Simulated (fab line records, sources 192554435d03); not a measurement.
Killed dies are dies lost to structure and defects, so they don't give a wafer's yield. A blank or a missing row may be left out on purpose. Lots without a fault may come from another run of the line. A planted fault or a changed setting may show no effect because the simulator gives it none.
Chamber matching | flow n5_finfet | N5_BEOL_M4_ILD_DEP_00 on pecvd-04: 3 sister chambers
The step deposits SiOC from DEMS/O2, target thk 79 nm, time 15.3 s. 6 wafers are shown with their chamber, then 7 later ones without.

WAFERS WITH THEIR CHAMBER
wafer  | chamber | heater_power_w (W) | showerhead_vpp_V (V)
L076.4 | 0       | 380                | 1367
L083.5 | 2       | 535                | 1343
L086.4 | 1       | 596                | 1290
L086.5 | 0       | 373                | 1329
L089.2 | 2       | 632                | 1366
L089.3 | 1       | 520                | 1280

WAFERS WITHOUT THEIR CHAMBER
wafer  | heater_power_w (W) | showerhead_vpp_V (V)
L089.5 | 316                | 1367
L095.2 | 364                | 1370
L095.5 | 608                | 1295
L095.6 | 345                | 1340
L097.2 | 524                | 1274
L097.3 | 604                | 1320
L097.5 | 599                | 1346

WHICH CHAMBER EACH WENT THROUGH
wafer  | from the rows above     | in truth
L089.5 | 0                       | 0
L095.2 | 0                       | 0
L095.5 | 1                       | 1
L095.6 | 0                       | 0
L097.2 | 1                       | 1
L097.3 | can't be placed: 2 or 1 | 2
L097.5 | 2                       | 2
Placed correctly: 6 of 7. Can't be placed from these rows: 1 (the true chamber is among the candidates in 1). Placed wrongly: 0.
How it was worked out, from the rows above alone: a wafer's distance from a chamber is the root of the sum, over the readings, of the square of ((its reading less the chamber's mean) divided by the reading's scatter). The wafer belongs to the nearest chamber; if the next one is less than 2 further off, it can't be placed. A chamber's mean is the mean of its shown wafers. The scatter: the root of (the sum of the squares of (reading less its chamber's mean) over the shown wafers, divided by (wafers less chambers)).
